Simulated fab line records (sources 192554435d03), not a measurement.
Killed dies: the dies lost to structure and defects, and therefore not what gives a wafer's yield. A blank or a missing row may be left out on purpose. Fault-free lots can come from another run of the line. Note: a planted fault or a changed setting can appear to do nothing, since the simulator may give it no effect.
Split-lot trial    flow n5 finfet    on a route of 1938 steps: 7 lots, 39 wafers read

ABOUT THE SPLIT
At N5_DUMMY_GATE_EXPOSE_12 (exposes mask GATE, target cd 25 nm), the setting dose mj was moved away from the recipe's 34 on 9 of the 39 wafers read, by -3.7% to +6.1%. For the rest of the wafers, this setting stayed at what the recipe calls for.

FROM THE SPLIT TO THE READING: what the file shows between them, 4 steps
- N5_DUMMY_GATE_PEB_13: peb time 60 s
- N5_DUMMY_GATE_DEVELOP_14: develop time 30 s
- N5_DUMMY_GATE_STRIP_38: strips in N2/H2
- N5_DUMMY_GATE_STRIP_39: strips in N2/H2

THE READING
DUMMY_GATE.cd nm (the simulator's own value, which no gauge read), in nm, at N5_DUMMY_GATE_TRIM_49 (chemistry O2, time 29 s, target cd 14 nm). The file gives no usual value for it. Across the 30 wafers here that went through the recipe, the average is 14.1 nm and the standard deviation 0.18 nm.

wafer   tool, chamber at the split  dose mj as run  against the recipe  DUMMY_GATE.cd nm, nm  against lot-mates on the recipe
L076.1  euv scanner-01, 0           34              recipe              14                    -
L076.2  euv scanner-01, 0           32.73           -3.7%               14.6                  +0.5
L076.4  euv scanner-01, 0           32.73           -3.7%               14.6                  +0.5
L076.3  euv scanner-01, 0           32.73           -3.7%               15                    +0.9
L076.5  euv scanner-01, 0           34              recipe              14.4                  -
L076.6  euv scanner-01, 0           34              recipe              13.8                  -
L079.1  euv scanner-01, 0           34              recipe              14.4                  -
L079.2  euv scanner-01, 0           34              recipe              14                    -
L079.4  euv scanner-01, 0           34              recipe              13.8                  -
L082.1  euv scanner-01, 0           34              recipe              14.4                  -
L082.2  euv scanner-01, 0           34              recipe              14.4                  -
L082.3  euv scanner-01, 0           32.93           -3.1%               14.8                  +0.5
L082.4  euv scanner-01, 0           32.93           -3.1%               14.8                  +0.5
L082.6  euv scanner-01, 0           32.93           -3.1%               14.8                  +0.5
L082.5  euv scanner-01, 0           34              recipe              14.2                  -
L088.1  euv scanner-01, 0           34              recipe              14.2                  -
L088.2  euv scanner-01, 0           34              recipe              14.2                  -
L088.3  euv scanner-01, 0           34              recipe              14                    -
L088.4  euv scanner-01, 0           34              recipe              14                    -
L088.5  euv scanner-01, 0           34              recipe              14                    -
L088.6  euv scanner-01, 0           34              recipe              13.8                  -
L090.1  euv scanner-01, 0           34              recipe              14.2                  -
L090.6  euv scanner-01, 0           34              recipe              14.2                  -
L090.2  euv scanner-01, 0           34              recipe              14                    -
L090.3  euv scanner-01, 0           34              recipe              14                    -
L090.5  euv scanner-01, 0           34              recipe              14                    -
L090.4  euv scanner-01, 0           34              recipe              14.4                  -
L091.1  euv scanner-01, 0           34              recipe              14.2                  -
L091.5  euv scanner-01, 0           34              recipe              14.2                  -
L091.6  euv scanner-01, 0           34              recipe              14.2                  -
L091.2  euv scanner-01, 0           36.06           +6.1%               13.2                  -1.0
L091.3  euv scanner-01, 0           36.06           +6.1%               13.2                  -1.0
L091.4  euv scanner-01, 0           36.06           +6.1%               13.2                  -1.0
L095.1  euv scanner-02, 0           34              recipe              14                    -
L095.2  euv scanner-02, 0           34              recipe              14                    -
L095.3  euv scanner-02, 0           34              recipe              14                    -
L095.4  euv scanner-02, 0           34              recipe              14                    -
L095.5  euv scanner-02, 0           34              recipe              14                    -
L095.6  euv scanner-02, 0           34              recipe              14.2                  -

FIT RESULTS
A straight line over all 39 wafers: DUMMY_GATE.cd nm changes by -0.165 nm for each +1% of dose mj; r = -0.90; the points scatter about the line by 0.18 nm.
The same after taking each lot's own level away (the mean of its wafers on the recipe; 39 wafers): -0.165 nm for each +1%; r = -0.93; scatter 0.15 nm.
That fit puts the effect of the largest move of dose mj on the reading at 1 nm.
The span of the lots' own levels, 14.03 to 14.33 nm, comes to 1.7 times the standard deviation stated above.
Consequently the slope shifts little with the lot-to-lot level, the two slopes agreeing.
Check: -1 nm against its lot-mates is what the line predicts for one of the wafers moved furthest among these (+6.1%) when that wafer is left out of the fit. Against them it came out at -1 nm.

FILE'S OWN FIT
DUMMY_GATE.cd nm changes by -0.165 nm for each +1% of dose mj, r = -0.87.
